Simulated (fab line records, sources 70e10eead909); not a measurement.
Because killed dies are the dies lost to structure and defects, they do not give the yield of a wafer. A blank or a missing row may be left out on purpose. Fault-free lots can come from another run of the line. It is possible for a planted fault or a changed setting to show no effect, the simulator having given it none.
Which tool did it? / flow nand-harc / 24 lots, 72 wafers sampled, at 1 step of a route of 1302

== WHAT THE GAUGES SHOWED, per wafer ==
NHARC_A_SIN_REMOVE_INSPECT_04.
lot=L074; measured=day 20 17:19; on=defect-inspect-01; raw-defect-count=530 344 398
lot=L075; measured=day 20 17:19; on=defect-inspect-02; raw-defect-count=405 392 331
lot=L076; measured=day 21 10:15; on=defect-inspect-02; raw-defect-count=319 201 277
lot=L078; measured=day 21 14:07; on=defect-inspect-02; raw-defect-count=397 444 454
lot=L080; measured=day 22 03:31; on=defect-inspect-01; raw-defect-count=436 470 449
lot=L079; measured=day 22 03:31; on=defect-inspect-02; raw-defect-count=494 439 339
lot=L077; measured=day 22 07:30; on=defect-inspect-01; raw-defect-count=287 269 418
lot=L081; measured=day 23 00:35; on=defect-inspect-02; raw-defect-count=363 447 376
lot=L082; measured=day 23 00:35; on=defect-inspect-01; raw-defect-count=667 365 454
lot=L083; measured=day 23 19:56; on=defect-inspect-02; raw-defect-count=325 361 359
lot=L084; measured=day 24 12:31; on=defect-inspect-01; raw-defect-count=367 395 368
lot=L085; measured=day 24 12:33; on=defect-inspect-02; raw-defect-count=343 337 391
lot=L086; measured=day 25 02:09; on=defect-inspect-01; raw-defect-count=338 387 342
lot=L090; measured=day 26 01:25; on=defect-inspect-02; raw-defect-count=448 371 427
lot=L089; measured=day 26 01:26; on=defect-inspect-01; raw-defect-count=381 255 286
lot=L088; measured=day 26 05:21; on=defect-inspect-01; raw-defect-count=433 562 526
lot=L087; measured=day 26 05:22; on=defect-inspect-02; raw-defect-count=300 277 270
lot=L092; measured=day 28 00:49; on=defect-inspect-02; raw-defect-count=582 317 388
lot=L093; measured=day 28 02:37; on=defect-inspect-02; raw-defect-count=416 471 446
lot=L091; measured=day 28 05:35; on=defect-inspect-01; raw-defect-count=339 293 286
lot=L094; measured=day 28 22:01; on=defect-inspect-01; raw-defect-count=438 414 563
lot=L095; measured=day 29 02:14; on=defect-inspect-02; raw-defect-count=598 738 520
lot=L096; measured=day 29 02:14; on=defect-inspect-01; raw-defect-count=301 349 274
lot=L097; measured=day 29 19:38; on=defect-inspect-01; raw-defect-count=307 295 353

== EACH LOT AND THE TOOL THAT RAN IT (in order: tool; ch and the chambers of the sampled wafers; start) ==
The record holds no process step before these readings.

== AS READ BY THE TOOLS THEMSELVES (means over the sampled wafers that have a number; for cases with no such wafer, the mark the record gives instead) ==
The record holds no such reading with a usual standard deviation.

== THE ANSWER, worked out from the rows above alone ==
Rule: what is usual is taken from the lots themselves. Put in order of their means at a reading, lots are off if they are a third of the lots or fewer, leave a main group of 4 or more, and stand apart from it by a gap of 3 or more times the standard deviation of the main group's means; of several such gaps the widest counts. A main group whose means are all the same, to the digits that the tables above print for the reading, isn't used. A lot without any number at a reading at which 4 lots or more have one is off too. Any other lot the step has rows for is counted as sound. After the gauges, taken in route order, come the tools' own readings; for these a lot's mean is taken, as printed above. The first step at which some lot is off is used, and at that step the reading that is off furthest; a lot without a number counts as furthest.
Nothing can be told from this: no lot is off at any reading shown.

== WHAT THE SIMULATOR PUT IN ==
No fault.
